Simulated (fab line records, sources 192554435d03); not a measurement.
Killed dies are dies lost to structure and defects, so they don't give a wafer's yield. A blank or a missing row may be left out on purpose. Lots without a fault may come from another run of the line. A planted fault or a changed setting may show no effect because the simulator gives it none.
Which tool did it? | flow n5_finfet | 11 lots, 33 wafers sampled, at 4 steps of a route of 1938

WHAT THE GAUGES READ, wafer by wafer
N5_PASSIVATION_CD_MEAS_44: target cd 40000 nm. Usual: cd_nm 39998 nm, standard deviation 3.8.
lot  | measured     | on        | cd_nm (nm)        | flag
L410 | day 11 15:26 | cd_sem-01 | 40002 39996 39995 |
L412 | day 11 17:38 | cd_sem-02 | 40003 40001 39995 |
L413 | day 11 22:48 | cd_sem-01 | 39995 40001 39999 |
L414 | day 12 05:26 | cd_sem-03 | 39998 39996 39998 |
L415 | day 12 12:26 | cd_sem-01 | 40002 39999 40001 |
L416 | day 12 22:57 | cd_sem-02 | 40000 40001 40001 |
L423 | day 16 12:45 | cd_sem-02 | 40001 39997 40003 |
L426 | day 18 10:19 | cd_sem-01 | 40003 39999 40004 |
L428 | day 18 21:37 | cd_sem-02 | 40000 39998 39999 |
L429 | day 17 08:56 | cd_sem-01 | 39995 39993 39998 |
L430 | day 17 05:08 | cd_sem-02 | 39997 39992 39995 |

WHICH TOOL RAN EACH LOT (tool, then ch and the chambers of the sampled wafers, then the start)
lot  | N5_MOL_CONTACT_COAG_STRIP_49         | N5_MIM_TOP_ETCH_PECVD_03        | N5_PASSIVATION_STRIP_14
L410 | plasma_asher-02 ch 0,1, day 5 15:36  | pecvd-01 ch 0,1,2, day 11 08:23 | rie_diel-05 ch 2,3, day 11 11:08
L412 | plasma_asher-02 ch 0,1, day 6 03:24  | pecvd-03 ch 0,1,2, day 11 10:49 | rie_diel-06 ch 1,2,3, day 11 13:22
L413 | plasma_asher-02 ch 0,1, day 6 04:19  | pecvd-02 ch 0,1, day 11 16:23   | rie_diel-05 ch 0,1,2, day 11 19:46
L414 | plasma_asher-02 ch 0,1, day 6 13:26  | pecvd-03 ch 0,1,2, day 11 21:40 | rie_diel-06 ch 0,2, day 12 02:11
L415 | plasma_asher-02 ch 0,1, day 6 18:28  | pecvd-02 ch 0,1, day 12 02:40   | rie_diel-05 ch 1,2,3, day 12 09:03
L416 | plasma_asher-02 ch 0,1, day 7 07:44  | pecvd-02 ch 1,2, day 12 15:13   | rie_diel-06 ch 1,2,3, day 12 19:53
L423 | plasma_asher-01 ch 0,1, day 8 22:53  | pecvd-01 ch 0,2, day 16 06:25   | rie_diel-01 ch 1,2,3, day 16 09:08
L426 | plasma_asher-02 ch 0,1, day 9 16:59  | pecvd-01 ch 0,1,2, day 18 03:28 | rie_diel-01 ch 1,2,3, day 18 07:16
L428 | plasma_asher-01 ch 0,1, day 10 01:37 | pecvd-03 ch 0,1,2, day 18 12:09 | rie_diel-01 ch 1,3, day 18 18:09
L429 | plasma_asher-01 ch 0,1, day 10 07:20 | pecvd-01 ch 0,2, day 17 01:34   | rie_diel-06 ch 1,2, day 17 05:32
L430 | plasma_asher-01 ch 0,1, day 10 10:59 | pecvd-03 ch 1,2, day 16 23:10   | rie_diel-06 ch 0,1, day 17 02:15
- N5_MOL_CONTACT_COAG_STRIP_49: strips in N2/H2, time 30 s.
- N5_MIM_TOP_ETCH_PECVD_03: deposits SiNx from SiH4/NH3/N2, target thk 20 nm, time 17.6 s.
- N5_PASSIVATION_STRIP_14: strips in O2.

WHAT THE TOOLS THEMSELVES READ (means of the sampled wafers that have a number; where no wafer has one, the mark that the record gives instead)
N5_MOL_CONTACT_COAG_STRIP_49. Usual: drypump_motor_current_A 5.6 A, standard deviation 0.46; heater_power_w 356 W, standard deviation 11.
lot  | tool            | drypump_motor_current_A (A) | heater_power_w (W) | flag
L410 | plasma_asher-02 | 5.5                         | 363                |
L412 | plasma_asher-02 | 5.6                         | 362                |
L413 | plasma_asher-02 | 5.9                         | 358                |
L414 | plasma_asher-02 | 5.8                         | 363                |
L415 | plasma_asher-02 | 5.8                         | 364                |
L416 | plasma_asher-02 | 5.8                         | 362                |
L423 | plasma_asher-01 | 5.2                         | 355                |
L426 | plasma_asher-02 | 5.8                         | 361                |
L428 | plasma_asher-01 | 5.3                         | 347                |
L429 | plasma_asher-01 | 5.5                         | 343                |
L430 | plasma_asher-01 | 5.2                         | 351                |

N5_MIM_TOP_ETCH_PECVD_03. Usual: heater_power_outer_w 509 W, standard deviation 96; heater_power_w 843 W, standard deviation 130; showerhead_plenum_p_Torr 5.13 Torr, standard deviation 0.093; throttle_valve_pct 41.4 %, standard deviation 2.3.
lot  | tool     | heater_power_outer_w (W) | heater_power_w (W) | showerhead_plenum_p_Torr (Torr) | throttle_valve_pct (%) | flag
L410 | pecvd-01 | 498                      | 851                | 5.14                            | 41.5                   |
L412 | pecvd-03 | 479                      | 786                | 5.15                            | 41.4                   |
L413 | pecvd-02 | 377                      | 649                | 5.10                            | 41.1                   |
L414 | pecvd-03 | 478                      | 786                | 5.15                            | 41.5                   |
L415 | pecvd-02 | 482                      | 768                | 5.11                            | 41.6                   |
L416 | pecvd-02 | 550                      | 940                | 5.07                            | 39.9                   |
L423 | pecvd-01 | 565                      | 894                | 5.18                            | 43.1                   |
L426 | pecvd-01 | 515                      | 861                | 5.14                            | 41.8                   |
L428 | pecvd-03 | 435                      | 731                | 5.14                            | 40.1                   |
L429 | pecvd-01 | 628                      | 994                | 5.08                            | 40.7                   |
L430 | pecvd-03 | 454                      | 761                | 5.12                            | 41.7                   |

N5_PASSIVATION_STRIP_14. Usual: drypump_motor_current_A 5.7 A, standard deviation 0.65; oes_product_au 0.77 a.u., standard deviation 0.08; rf_vpp_V 3.7 V, standard deviation 1; showerhead_plenum_p_Torr 2.09 Torr, standard deviation 0.069; throttle_valve_pct 16.67 %, standard deviation 0.26.
lot  | tool        | drypump_motor_current_A (A) | oes_product_au (a.u.) | rf_vpp_V (V) | showerhead_plenum_p_Torr (Torr) | throttle_valve_pct (%) | flag
L410 | rie_diel-05 | 5.1                         | 0.81                  | 3.7          | 2.20                            | 16.70                  |
L412 | rie_diel-06 | 5.8                         | 0.76                  | 3.4          | 2.06                            | 16.59                  |
L413 | rie_diel-05 | 6.2                         | 0.69                  | 4.3          | 2.03                            | 16.87                  |
L414 | rie_diel-06 | 6.5                         | 0.84                  | 4.5          | 2.10                            | 16.33                  |
L415 | rie_diel-05 | 5.6                         | 0.75                  | 4.1          | 2.11                            | 16.73                  |
L416 | rie_diel-06 | 5.8                         | 0.76                  | 2.8          | 2.06                            | 16.61                  |
L423 | rie_diel-01 | 5.2                         | 0.85                  | 2.8          | 2.09                            | 16.68                  |
L426 | rie_diel-01 | 5.2                         | 0.81                  | 2.9          | 2.09                            | 16.72                  |
L428 | rie_diel-01 | 4.9                         | 0.88                  | 3.6          | 2.08                            | 16.61                  |
L429 | rie_diel-06 | 6.1                         | 0.77                  | 3.2          | 2.04                            | 16.52                  |
L430 | rie_diel-06 | 5.7                         | 0.71                  | 4.2          | 2.10                            | 16.76                  |

THE ANSWER, worked out from the rows above alone
Rule: a lot is off if the mean of its wafers that have a number lies more than 3 standard deviations from the usual mean. A lot without any number at a reading at which 4 lots or more have one is off too. The other lots that the step has rows for count as sound. The gauges are gone through in route order, then the tools' own readings, and for those a lot's mean is taken as printed above. The first step at which some lot is off is used, and at that step the reading that is off furthest; a lot without a number counts as furthest.
No lot is off at any reading shown: from this, nothing can be told.

WHAT THE SIMULATOR HAD PUT IN
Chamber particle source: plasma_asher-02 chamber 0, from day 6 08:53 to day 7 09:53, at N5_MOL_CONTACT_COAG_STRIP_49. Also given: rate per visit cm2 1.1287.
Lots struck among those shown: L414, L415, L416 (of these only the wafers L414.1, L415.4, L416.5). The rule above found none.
